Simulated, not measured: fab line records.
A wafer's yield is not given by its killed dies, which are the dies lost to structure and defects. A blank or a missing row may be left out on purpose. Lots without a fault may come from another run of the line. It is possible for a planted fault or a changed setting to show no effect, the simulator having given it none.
One fault seen from 3 desks / flow nand harc / each desk holds nothing but its own numbers, with what lay behind them at the end

FOR THE TOOL OWNER'S DESK: litho track-01
The tool's own readings at NHARC_P_GATE_PEB_24 (peb time 65 s): means of the sampled wafers that have a number, for each lot that ran on this tool. The brackets show how far a lot's mean lies from the usual mean; more than 4 standard deviations puts the lot out of limits, marked OUT.
Columns: A = heater power total W at NHARC_P_GATE_PEB_24, usual 156.6 W; B = plate temp C at NHARC_P_GATE_PEB_24, usual 99.99 C
lot=L518; first seen here=day 7 06:06; A=156.5; B=100.04
lot=L520; first seen here=day 8 00:15; A=156.3; B=100.11
lot=L522; first seen here=day 8 15:50; A=156.7; B=100.05
lot=L525; first seen here=day 10 00:22; A=149.9 (-16) OUT; B=96.82 (-26) OUT
lot=L526; first seen here=day 10 04:30; A=149.9 (-16) OUT; B=96.97 (-25) OUT
lot=L527; first seen here=day 10 16:31; A=149.9 (-16) OUT; B=96.95 (-25) OUT
lot=L534; first seen here=day 13 11:06; A=156.5; B=99.92
This desk finds L525, L526, L527 out of limits, L525 being first, at day 10 00:22 (heater power total W at NHARC_P_GATE_PEB_24). Within limits: L518, L520, L522, L534.

THE METROLOGY DESK
What the gauges read, lot by lot, whatever tool the lot ran on: means of the sampled wafers that have a number. The brackets show how far a lot's mean lies from the usual mean; more than 4 standard deviations puts the lot out of limits, marked OUT.
Columns: A = cd nm at NHARC_P_GATE_CD_MEAS_26, usual 119.8 nm
lot=L511; first seen here=day 4 07:00; A=119.7
lot=L513; first seen here=day 4 20:51; A=119.9
lot=L515; first seen here=day 5 14:37; A=119.1
lot=L517; first seen here=day 6 12:52; A=119.3
lot=L518; first seen here=day 7 06:11; A=119.9
lot=L520; first seen here=day 8 00:20; A=119.6
lot=L522; first seen here=day 8 15:55; A=119.8
lot=L525; first seen here=day 10 00:27; A=131.3 (+22) OUT
lot=L526; first seen here=day 10 04:35; A=131.9 (+23) OUT
lot=L527; first seen here=day 10 16:35; A=132.2 (+23) OUT
lot=L530; first seen here=day 11 21:19; A=119.6
lot=L531; first seen here=day 12 12:14; A=120.2
lot=L532; first seen here=day 12 16:37; A=119.7
lot=L533; first seen here=day 13 04:50; A=119.3
lot=L534; first seen here=day 13 11:11; A=120.1
This desk finds L525, L526, L527 out of limits, L525 being first, at day 10 00:27 (cd nm at NHARC_P_GATE_CD_MEAS_26). Within limits: L511, L513, L515, L517, L518, L520, L522, L530, L531, L532, L533, L534.

THE DEFECT DESK
Counts from the inspections along the route, per lot, as means over the sampled wafers that have a number. The brackets show how far a lot's mean lies from the usual mean; more than 4 standard deviations puts the lot out of limits, marked OUT.
Columns: A = raw defect count at NHARC_P_STI_INSPECT_25, usual 206
lot=L511; first seen here=day 3 05:14; A=175
lot=L513; first seen here=day 3 20:13; A=267
lot=L515; first seen here=day 4 15:01; A=252
lot=L517; first seen here=day 5 13:21; A=146
lot=L518; first seen here=day 6 07:10; A=141
lot=L520; first seen here=day 7 00:08; A=242
lot=L522; first seen here=day 7 10:59; A=155
lot=L525; first seen here=day 9 01:54; A=157
lot=L526; first seen here=day 9 06:13; A=222
lot=L527; first seen here=day 9 16:16; A=198
lot=L530; first seen here=day 10 21:30; A=183
lot=L531; first seen here=day 11 10:54; A=169
lot=L532; first seen here=day 11 17:05; A=173
lot=L533; first seen here=day 12 03:17; A=250
lot=L534; first seen here=day 12 12:40; A=133
Result from this desk: across the 15 lots, nothing is out of limits.

PUT TOGETHER
The tool owner's desk could have raised an alarm at day 10 00:22, on L525, L526, L527.
An alarm was possible from the metrology desk at day 10 00:27, on L525, L526, L527.
Nothing out of limits was seen by the defect desk.
The defect desk has L525, L526, L527 on record, within its limits.
Of the lots named, all ran NHARC_P_GATE_PEB_24 on litho track-01.

WHAT THE SIMULATOR HAD PUT IN
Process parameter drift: litho track-01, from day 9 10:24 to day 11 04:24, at NHARC_P_GATE_PEB_24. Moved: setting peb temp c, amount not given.
Struck lots among those shown: L525, L526, L527.
Delay (hours) between the fault's onset and each desk's first out-of-limits reading: 14 at the tool owner's desk, 14 at the metrology desk.
